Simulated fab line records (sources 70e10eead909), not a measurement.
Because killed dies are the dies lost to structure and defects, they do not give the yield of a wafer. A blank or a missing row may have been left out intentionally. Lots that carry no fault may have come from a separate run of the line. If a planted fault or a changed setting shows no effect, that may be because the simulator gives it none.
Problem report in the 8D (eight disciplines) form, filled by code + flow nandHarc + the parts of the form that need people (team, actions taken, sign-off) are left out

1. THE PROBLEM
At NHARC_END_SORT_01, killedAtPeriphery averages 621.0 over 3 wafers from 2 lots, while fault-free wafers read 3.6, standard deviation 2.1. That is +99 or more standard deviations from the usual mean.
Seen first at day 27 15:53 on prober-02, wafer L423.3. The record holds 24 wafers of 8 lots with a number at this step. By rule, "out" or "out of limits" means more than 4 standard deviations away from the usual mean. All remaining wafers that have a number are taken as sound.

2. WHAT THIS IS AND IS NOT
| question                    | is                                                | is not                                                                                                        |
|-----------------------------|---------------------------------------------------|---------------------------------------------------------------------------------------------------------------|
| which readings at this step | killedAtPeriphery, defectLimitedYield, killedDies | killedAtArray, killedOpen, killedShort                                                                        |
| which lots                  | L423, L424                                        | L428, L430, L431, L432, L433, L434                                                                            |
| which wafers of those lots  | L423.3, L423.5, L424.3                            | L423.6, L424.4, L424.6                                                                                        |
| read on which gauges        | prober-01, prober-02                              | -                                                                                                             |
| when                        | from day 27 15:53                                 | up to then (0 sound wafers); but 21 sound wafers of L423, L424, L428, L430, L431, L432, L433, L434 came after |

3. WHAT RULES OUT EACH SUSPECT
Counting: a tool at a process step up to the reading stays a suspect if it ran every lot that is out. Sound lots after the first of them don't rule it out here, since some wafers of a struck lot are sound.
- ruled out: the gauge at NHARC_END_SORT_01. The wafers that are out were read on 2 gauges (prober-01, prober-02).
- pvdSputter-03 at NHARC_P_BONDPAD_PVD_27 (deposits Cu, target thk 30 nm, time 20.49 s): kept. It ran every lot that is out, first L423 (day 10 11:52).
- rieDiel-04 at NHARC_A_BONDPAD_STRIP_15 (strips in O2): kept. It ran every lot that is out, first L423 (day 26 06:13).
After counting, pvdSputter-03 at NHARC_P_BONDPAD_PVD_27 and rieDiel-04 at NHARC_A_BONDPAD_STRIP_15 remain.

4. THE CAUSE (what the simulator had put in)
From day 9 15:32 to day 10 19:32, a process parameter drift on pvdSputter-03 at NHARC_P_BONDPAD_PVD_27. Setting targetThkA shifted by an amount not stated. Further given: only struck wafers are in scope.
2 suspects survive the count, and this tool is in that group.

5. THE CHAIN OF EFFECTS, in route order
One row per reading whose mean, taken over the struck wafers that have a number, lies over 3 standard deviations from the usual. Scope: only readings with a usual standard deviation given in the record; hours: median across lots of the time from each lot's start at the first step in this table that gives one to its start at this step; sigmas: change in usual standard deviations.
| hours | step              | reading            | usual  | on struck wafers | change | sigmas      |
|-------|-------------------|--------------------|--------|------------------|--------|-------------|
| 0     | NHARC_END_SORT_01 | defectLimitedYield | 91.4 % | 0.4              | -91.0  | -36         |
| 0     | NHARC_END_SORT_01 | killedAtPeriphery  | 3.6    | 621.0            | +617.4 | +99 or more |
| 0     | NHARC_END_SORT_01 | killedDies         | 58     | 674              | +616   | +36         |

6. WHAT WOULD HAVE CAUGHT IT SOONER
In this record the first reading out of limits at a measuring or inspecting step was taken at day 27 15:53, 432 hours after the fault began at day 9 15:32.
Of the tool readings at NHARC_P_BONDPAD_PVD_27 for which the record gives a usual standard deviation, none was out on any struck wafer, so an alarm limit of 4 standard deviations on them would not have fired.
All the lots that are out (2) had begun NHARC_P_BONDPAD_PVD_27 on pvdSputter-03 by day 27 15:53. None of them would have been spared by holding the tool at that moment.
